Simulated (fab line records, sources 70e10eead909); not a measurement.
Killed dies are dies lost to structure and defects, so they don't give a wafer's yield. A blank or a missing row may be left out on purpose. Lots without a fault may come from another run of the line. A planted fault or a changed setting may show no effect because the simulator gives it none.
Which tool did it? | flow nand_harc | 14 lots, 42 wafers sampled, at 5 steps of a route of 1302

WHAT THE GAUGES READ, wafer by wafer
NHARC_END_SORT_01. Usual: defect_limited_yield 90.7 %, standard deviation 3; killed_at_array 58, standard deviation 20; killed_at_other 0.9, standard deviation 1.4; killed_at_periphery 4, standard deviation 3.1; killed_dies 63, standard deviation 20; killed_open 3.3, standard deviation 1.8; killed_short 2.4, standard deviation 1.5.
lot  | measured     | on        | defect_limited_yield (%) | killed_at_array | killed_at_other | killed_at_periphery | killed_dies | killed_open | killed_short | flag
L458 | day 28 09:01 | prober-02 | 0 95.3 94.8              | 674 28 32       | 3 3 1           | 0 1 2               | 677 32 35   | 2 4 3       | 4 2 3        | OFF
L462 | day 29 17:19 | prober-02 | 91.7 89.2 0              | 51 69 669       | 1 1 1           | 4 3 7               | 56 73 677   | 5 4 6       | 3 4 4        | OFF
L466 | day 31 19:05 | prober-01 | 93.9 93.1 90.7           | 39 42 58        | 0 0 0           | 2 5 5               | 41 47 63    | 3 5 3       | 2 0 1        |

WHICH TOOL RAN EACH LOT (tool, then ch and the chambers of the sampled wafers, then the start)
lot  | NHARC_A_BONDPAD_ECD_18         | NHARC_THIN_TSV_DEP_47           | NHARC_THIN_TSV_STRIP_62              | NHARC_THIN_TSV_CMP_21
L450 | ecd_cu-01 ch 0,1, day 24 02:46 | pecvd-02 ch 0,1, day 25 04:11   | plasma_asher-01 ch 0,1, day 25 04:58 | cmp-04 ch 0,1,2, day 25 06:40
L451 | ecd_cu-01 ch 0,1, day 24 05:14 | pecvd-04 ch 0,2, day 25 05:27   | plasma_asher-01 ch 0,1, day 25 06:13 | cmp-04 ch 1,2,3, day 25 07:58
L453 | ecd_cu-02 ch 0,1, day 24 07:56 | pecvd-01 ch 0,1,2, day 25 06:43 | plasma_asher-02 ch 0,1, day 25 07:24 | cmp-04 ch 1,2,3, day 25 09:07
L452 | ecd_cu-02 ch 0,1, day 24 09:53 | pecvd-04 ch 0,1,2, day 25 14:13 | plasma_asher-01 ch 0,1, day 25 14:58 | cmp-01 ch 0,1,2, day 25 16:49
L458 | ecd_cu-02 ch 0,1, day 27 00:11 | pecvd-01 ch 0,2, day 27 20:02   | plasma_asher-01 ch 0,1, day 27 20:45 | cmp-03 ch 0, day 27 22:27
L462 | ecd_cu-02 ch 0,1, day 28 03:14 | pecvd-02 ch 2, day 29 00:35     | plasma_asher-01 ch 0,1, day 29 01:24 | cmp-04 ch 1,3, day 29 03:05
L466 | ecd_cu-01 ch 1, day 30 02:18   | pecvd-04 ch 0,2, day 30 21:19   | plasma_asher-02 ch 0,1, day 30 22:10 | cmp-03 ch 0,2,3, day 30 23:51
L464 | ecd_cu-01 ch 0,1, day 30 04:09 | pecvd-04 ch 0,1, day 30 20:10   | plasma_asher-02 ch 0,1, day 30 20:52 | cmp-03 ch 0,1,2, day 30 22:34
L469 | ecd_cu-01 ch 0,1, day 31 01:26 | pecvd-04 ch 0,1,2, day 31 18:26 | plasma_asher-01 ch 0,1, day 31 19:07 | cmp-04 ch 1,2, day 31 20:44
L468 | ecd_cu-02 ch 0,1, day 31 12:11 | pecvd-04 ch 1,2, day 32 04:31   | plasma_asher-01 ch 0,1, day 32 05:20 | cmp-03 ch 2,3, day 32 07:22
L473 | ecd_cu-01 ch 0,1, day 32 23:35 | pecvd-01 ch 1,2, day 33 15:11   | plasma_asher-01 ch 0,1, day 33 16:02 | cmp-01 ch 0,2,3, day 33 17:49
L471 | ecd_cu-01 ch 0,1, day 33 01:08 | pecvd-04 ch 0,2, day 33 16:34   | plasma_asher-01 ch 0,1, day 33 17:20 | cmp-03 ch 0,1,2, day 33 19:05
L470 | ecd_cu-01 ch 0,1, day 33 04:24 | pecvd-04 ch 0,1, day 33 20:02   | plasma_asher-01 ch 0,1, day 33 20:51 | cmp-03 ch 0,2,3, day 33 22:33
L472 | ecd_cu-01 ch 0,1, day 33 07:48 | pecvd-02 ch 1,2, day 33 20:56   | plasma_asher-01 ch 0,1, day 33 21:38 | cmp-03 ch 0,3, day 33 23:20
- NHARC_A_BONDPAD_ECD_18: material Cu, target thk 400 nm.
- NHARC_THIN_TSV_DEP_47: deposits SiO2, target thk 200 nm.
- NHARC_THIN_TSV_STRIP_62: strips in N2/H2, time 20 s.
- NHARC_THIN_TSV_CMP_21: polishes, t overpolish 30 s, target thk 2000 nm.

WHAT THE TOOLS THEMSELVES READ (means of the sampled wafers that have a number; where no wafer has one, the mark that the record gives instead)
NHARC_THIN_TSV_DEP_47. Usual: throttle_valve_pct 15.9 %, standard deviation 0.5.
lot  | tool     | throttle_valve_pct (%) | flag
L450 | pecvd-02 | 15.8                   |
L451 | pecvd-04 | 15.8                   |
L453 | pecvd-01 | 15.9                   |
L452 | pecvd-04 | 15.8                   |
L458 | pecvd-01 | 16.1                   |
L462 | pecvd-02 | 16.8                   |
L466 | pecvd-04 | 15.2                   |
L464 | pecvd-04 | 15.4                   |
L469 | pecvd-04 | 15.6                   |
L468 | pecvd-04 | 15.9                   |
L473 | pecvd-01 | 15.7                   |
L471 | pecvd-04 | 15.6                   |
L470 | pecvd-04 | 15.4                   |
L472 | pecvd-02 | 16.0                   |

NHARC_THIN_TSV_STRIP_62. Usual: drypump_motor_current_A 5.8 A, standard deviation 0.33; heater_power_w 331 W, standard deviation 42; temp_c 249.99 C, standard deviation 0.18.
lot  | tool            | drypump_motor_current_A (A) | heater_power_w (W) | temp_c (C) | flag
L450 | plasma_asher-01 | 5.5                         | 300                | 249.78     |
L451 | plasma_asher-01 | 5.7                         | 307                | 249.85     |
L453 | plasma_asher-02 | 6.1                         | 371                | 250.03     |
L452 | plasma_asher-01 | 5.7                         | 310                | 250.13     |
L458 | plasma_asher-01 | 5.6                         | 306                | 249.94     |
L462 | plasma_asher-01 | 5.6                         | 306                | 249.97     |
L466 | plasma_asher-02 | 6.2                         | 392                | 249.98     |
L464 | plasma_asher-02 | 6.2                         | 394                | 250.00     |
L469 | plasma_asher-01 | 5.7                         | 307                | 250.08     |
L468 | plasma_asher-01 | 5.5                         | 300                | 250.29     |
L473 | plasma_asher-01 | 5.7                         | 309                | 249.92     |
L471 | plasma_asher-01 | 5.5                         | 299                | 249.92     |
L470 | plasma_asher-01 | 5.5                         | 306                | 249.96     |
L472 | plasma_asher-01 | 5.5                         | 296                | 250.14     |

NHARC_THIN_TSV_CMP_21. Usual: motor_current_A 12.1 A, standard deviation 1.4; overpolish_run_s 30.000 s, standard deviation 0.0095; retaining_ring_pressure_frac 1.000, standard deviation 0.0046.
lot  | tool   | motor_current_A (A) | overpolish_run_s (s) | retaining_ring_pressure_frac | flag
L450 | cmp-04 | 12.2                | 30.001               | 0.997                        |
L451 | cmp-04 | 11.7                | 30.004               | 1.000                        |
L453 | cmp-04 | 11.9                | 29.992               | 1.001                        |
L452 | cmp-01 | 10.0                | 30.009               | 0.998                        |
L458 | cmp-03 | 13.1                | 30.008               | 1.001                        |
L462 | cmp-04 | 12.4                | 30.002               | 1.003                        |
L466 | cmp-03 | 13.6                | 29.986               | 0.999                        |
L464 | cmp-03 | 12.3                | 29.997               | 0.999                        |
L469 | cmp-04 | 11.8                | 29.997               | 0.999                        |
L468 | cmp-03 | 13.8                | 30.000               | 0.998                        |
L473 | cmp-01 | 10.8                | 29.997               | 1.001                        |
L471 | cmp-03 | 12.4                | 30.003               | 1.000                        |
L470 | cmp-03 | 13.9                | 29.999               | 1.002                        |
L472 | cmp-03 | 13.0                | 29.996               | 0.999                        |

THE ANSWER, worked out from the rows above alone
Rule: a lot is off if the mean of its wafers that have a number lies more than 3 standard deviations from the usual mean. A lot without any number at a reading at which 4 lots or more have one is off too. The other lots that the step has rows for count as sound. The gauges are gone through in route order, then the tools' own readings, and for those a lot's mean is taken as printed above. The first step at which some lot is off is used, and at that step the reading that is off furthest; a lot without a number counts as furthest.
Off: L458, L462, at NHARC_END_SORT_01 (killed_dies). Neither off nor sound, because the step has no rows for them: L450, L451, L453, L452, L464, L469, L468, L473, L471, L470, L472.
A tool fits if, at a process step before that reading, it ran every lot that is off, and no sound lot after the first of them. The gauges at NHARC_END_SORT_01 are tried like those tools. Can't be told from this: 3 tools fit, ecd_cu-02 at NHARC_A_BONDPAD_ECD_18, plasma_asher-01 at NHARC_THIN_TSV_STRIP_62, prober-02 at NHARC_END_SORT_01.

WHAT THE SIMULATOR HAD PUT IN
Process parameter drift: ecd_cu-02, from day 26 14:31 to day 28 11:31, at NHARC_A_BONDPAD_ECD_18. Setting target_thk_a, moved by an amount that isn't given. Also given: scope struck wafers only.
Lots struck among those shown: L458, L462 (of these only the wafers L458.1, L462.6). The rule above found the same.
